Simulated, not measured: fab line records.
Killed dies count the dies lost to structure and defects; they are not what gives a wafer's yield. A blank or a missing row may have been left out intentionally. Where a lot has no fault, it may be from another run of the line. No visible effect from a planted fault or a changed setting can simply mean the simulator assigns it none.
Which of the tools did it? / flow n5_finfet / Sampling: 14 lots, 41 wafers, 4 of 1938 route steps

WHAT THE GAUGES SHOWED, per wafer
N5_ZERO_LAYER_CD_MEAS_11: target cd 2000 nm. Usual: 2000.1 nm for cd_nm, sd 1.9.
lot=L593; measured=day 1 12:46; on=cd_sem-02; cd_nm (nm)=1998.9 2000.1 2000.9; flag=
lot=L594; measured=day 1 18:38; on=cd_sem-02; cd_nm (nm)=2002.9 2001.8 1998.4; flag=
lot=L597; measured=day 2 12:46; on=cd_sem-01; cd_nm (nm)=2001.2 2003.8 2000.9; flag=
lot=L598; measured=day 2 18:41; on=cd_sem-01; cd_nm (nm)=2001.2 2001.3 1998.2; flag=
lot=L600; measured=day 3 06:38; on=cd_sem-03; cd_nm (nm)=1998.6 2000.3; flag=
lot=L601; measured=day 3 12:40; on=cd_sem-01; cd_nm (nm)=2000.9 2000.3 2001.1; flag=
lot=L602; measured=day 3 18:39; on=cd_sem-01; cd_nm (nm)=1999.4 2001.9 2001.0; flag=
lot=L605; measured=day 4 12:38; on=cd_sem-01; cd_nm (nm)=2002.4 2003.8 2000.3; flag=
lot=L606; measured=day 4 18:46; on=cd_sem-02; cd_nm (nm)=1999.1 1995.6 2000.0; flag=
lot=L607; measured=day 5 00:39; on=cd_sem-02; cd_nm (nm)=2005.5 1998.3 2001.3; flag=
lot=L608; measured=day 5 06:46; on=cd_sem-02; cd_nm (nm)=2001.8 1999.1 2001.9; flag=
lot=L609; measured=day 5 12:38; on=cd_sem-02; cd_nm (nm)=2000.8 2002.8 2001.2; flag=
lot=L614; measured=day 6 18:47; on=cd_sem-03; cd_nm (nm)=1999.2 2000.6 1998.2; flag=
lot=L615; measured=day 7 00:46; on=cd_sem-03; cd_nm (nm)=2001.8 1998.5 1996.9; flag=

N5_ZERO_LAYER_INSPECT_20: inspects for defects (darkfield). Usual: 34 for raw_defect_count, sd 15.
lot=L593; measured=day 1 13:25; on=defect_inspect-01; raw_defect_count=28 15 34; flag=
lot=L594; measured=day 1 19:32; on=defect_inspect-01; raw_defect_count=13 10 18; flag=
lot=L597; measured=day 2 13:25; on=defect_inspect-02; raw_defect_count=37 26 22; flag=
lot=L598; measured=day 2 19:17; on=defect_inspect-01; raw_defect_count=67 61 53; flag=
lot=L600; measured=day 3 07:15; on=defect_inspect-01; raw_defect_count=35 30; flag=
lot=L601; measured=day 3 13:16; on=defect_inspect-02; raw_defect_count=85 38 29; flag=
lot=L602; measured=day 3 19:16; on=defect_inspect-01; raw_defect_count=34 53 30; flag=
lot=L605; measured=day 4 13:20; on=defect_inspect-02; raw_defect_count=23 23 29; flag=
lot=L606; measured=day 4 19:23; on=defect_inspect-02; raw_defect_count=25 33 16; flag=
lot=L607; measured=day 5 01:21; on=defect_inspect-01; raw_defect_count=44 21 39; flag=
lot=L608; measured=day 5 07:25; on=defect_inspect-02; raw_defect_count=14 37 20; flag=
lot=L609; measured=day 5 13:16; on=defect_inspect-01; raw_defect_count=32 21 43; flag=
lot=L614; measured=day 6 19:25; on=defect_inspect-01; raw_defect_count=21 12 31; flag=
lot=L615; measured=day 7 01:23; on=defect_inspect-02; raw_defect_count=33 45 30; flag=

N5_WELL_APT_CD_MEAS_25: target cd 200 nm. Usual: 199.5 nm for cd_nm, sd 1.7.
lot=L593; measured=day 1 14:58; on=cd_sem-01; cd_nm (nm)=202.1 198.8 200.8; flag=
lot=L594; measured=day 1 21:13; on=cd_sem-02; cd_nm (nm)=198.8 202.2 202.7; flag=
lot=L597; measured=day 2 15:16; on=cd_sem-01; cd_nm (nm)=200.9 202.6 202.1; flag=
lot=L598; measured=day 2 21:11; on=cd_sem-03; cd_nm (nm)=196.9 196.1 199.0; flag=
lot=L600; measured=day 3 08:41; on=cd_sem-03; cd_nm (nm)=199.6 199.4; flag=
lot=L601; measured=day 3 15:07; on=cd_sem-01; cd_nm (nm)=198.9 201.9 198.5; flag=
lot=L602; measured=day 3 21:08; on=cd_sem-03; cd_nm (nm)=199.7 199.1 195.7; flag=
lot=L605; measured=day 4 22:08; on=cd_sem-01; cd_nm (nm)=198.0 197.4 203.1; flag=
lot=L606; measured=day 4 22:30; on=cd_sem-01; cd_nm (nm)=191.9 191.4 188.0; flag=OFF
lot=L607; measured=day 5 02:47; on=cd_sem-02; cd_nm (nm)=194.3 190.8 193.7; flag=OFF
lot=L608; measured=day 5 09:05; on=cd_sem-01; cd_nm (nm)=192.5 193.6 192.2; flag=OFF
lot=L609; measured=day 5 14:41; on=cd_sem-01; cd_nm (nm)=195.7 195.4 191.8; flag=OFF
lot=L614; measured=day 6 21:10; on=cd_sem-01; cd_nm (nm)=199.1 199.7 202.3; flag=
lot=L615; measured=day 7 02:54; on=cd_sem-03; cd_nm (nm)=202.8 201.4 201.1; flag=

WHICH TOOL RAN EACH LOT (tool, then ch and the chambers of the sampled wafers, then the start)
lot=L593; N5_WELL_APT_EXPOSE_22=krf_scanner-01 ch 0, day 1 14:47
lot=L594; N5_WELL_APT_EXPOSE_22=krf_scanner-02 ch 0, day 1 21:03
lot=L597; N5_WELL_APT_EXPOSE_22=krf_scanner-02 ch 0, day 2 15:05
lot=L598; N5_WELL_APT_EXPOSE_22=krf_scanner-01 ch 0, day 2 21:01
lot=L600; N5_WELL_APT_EXPOSE_22=krf_scanner-02 ch 0, day 3 08:31
lot=L601; N5_WELL_APT_EXPOSE_22=krf_scanner-02 ch 0, day 3 14:58
lot=L602; N5_WELL_APT_EXPOSE_22=krf_scanner-01 ch 0, day 3 20:58
lot=L605; N5_WELL_APT_EXPOSE_22=krf_scanner-02 ch 0, day 4 21:59
lot=L606; N5_WELL_APT_EXPOSE_22=krf_scanner-01 ch 0, day 4 22:20
lot=L607; N5_WELL_APT_EXPOSE_22=krf_scanner-01 ch 0, day 5 02:38
lot=L608; N5_WELL_APT_EXPOSE_22=krf_scanner-01 ch 0, day 5 08:55
lot=L609; N5_WELL_APT_EXPOSE_22=krf_scanner-01 ch 0, day 5 14:31
lot=L614; N5_WELL_APT_EXPOSE_22=krf_scanner-02 ch 0, day 6 20:59
lot=L615; N5_WELL_APT_EXPOSE_22=krf_scanner-02 ch 0, day 7 02:44
- N5_WELL_APT_EXPOSE_22: exposes mask PWELL, defocus 0 nm, target cd 200 nm.

WHAT THE TOOLS THEMSELVES READ (means of the sampled wafers that have a number; where no wafer has one, the mark that the record gives instead)
N5_WELL_APT_EXPOSE_22. Usual: 23.185 for exposure_dose_mJ_cm2, sd 0.022.
lot=L593 tool=krf_scanner-01 exposure_dose_mJ_cm2=23.183 flag=
lot=L594 tool=krf_scanner-02 exposure_dose_mJ_cm2=23.163 flag=
lot=L597 tool=krf_scanner-02 exposure_dose_mJ_cm2=23.207 flag=
lot=L598 tool=krf_scanner-01 exposure_dose_mJ_cm2=23.170 flag=
lot=L600 tool=krf_scanner-02 exposure_dose_mJ_cm2=23.192 flag=
lot=L601 tool=krf_scanner-02 exposure_dose_mJ_cm2=23.185 flag=
lot=L602 tool=krf_scanner-01 exposure_dose_mJ_cm2=23.221 flag=
lot=L605 tool=krf_scanner-02 exposure_dose_mJ_cm2=23.186 flag=
lot=L606 tool=krf_scanner-01 exposure_dose_mJ_cm2=22.062 flag=OFF
lot=L607 tool=krf_scanner-01 exposure_dose_mJ_cm2=22.290 flag=OFF
lot=L608 tool=krf_scanner-01 exposure_dose_mJ_cm2=22.477 flag=OFF
lot=L609 tool=krf_scanner-01 exposure_dose_mJ_cm2=22.630 flag=OFF
lot=L614 tool=krf_scanner-02 exposure_dose_mJ_cm2=23.209 flag=
lot=L615 tool=krf_scanner-02 exposure_dose_mJ_cm2=23.196 flag=

THE ANSWER, worked out from the rows above alone
Rule: a lot counts as off when the mean over its wafers that have a number is more than 3 standard deviations away from the usual mean. Also off: a lot with no number at a reading for which 4 or more lots have one. Any other lot the step has rows for is counted as sound. The gauges are gone through in route order, then the tools' own readings, and for those a lot's mean is taken as printed above. At the first step where some lot is off, the reading lying furthest off is the one used; lots without a number count as furthest.
Off, at N5_WELL_APT_CD_MEAS_25 on cd_nm: L606, L607, L608, L609.
If a tool, at a process step before that reading, ran all the lots that are off and no sound lot after the first of them, it fits. Not tried: the gauges at N5_WELL_APT_CD_MEAS_25; whatever is off there is also off at N5_WELL_APT_EXPOSE_22, on other tools, and gauge error can't account for it. One fits: krf_scanner-01 at N5_WELL_APT_EXPOSE_22. A fault onset in the window from L602 (day 3 20:58, its last sound lot) to L606 (day 4 22:20, its first lot off) fits.
The tool's own readings at N5_WELL_APT_EXPOSE_22 bear it out: on the lots that are off they differ by more than 5 times the standard deviation of the sound lots' means. exposure_dose_mJ_cm2 reads 22.365 there against 23.191 on the sound lots.

WHAT THE SIMULATOR HAD PUT IN
Process parameter drift: krf_scanner-01, from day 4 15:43 on, at N5_WELL_APT_EXPOSE_22. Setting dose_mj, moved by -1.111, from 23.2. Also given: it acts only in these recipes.
Struck lots among those shown: L606, L607, L608, L609. Same finding as the rule above.
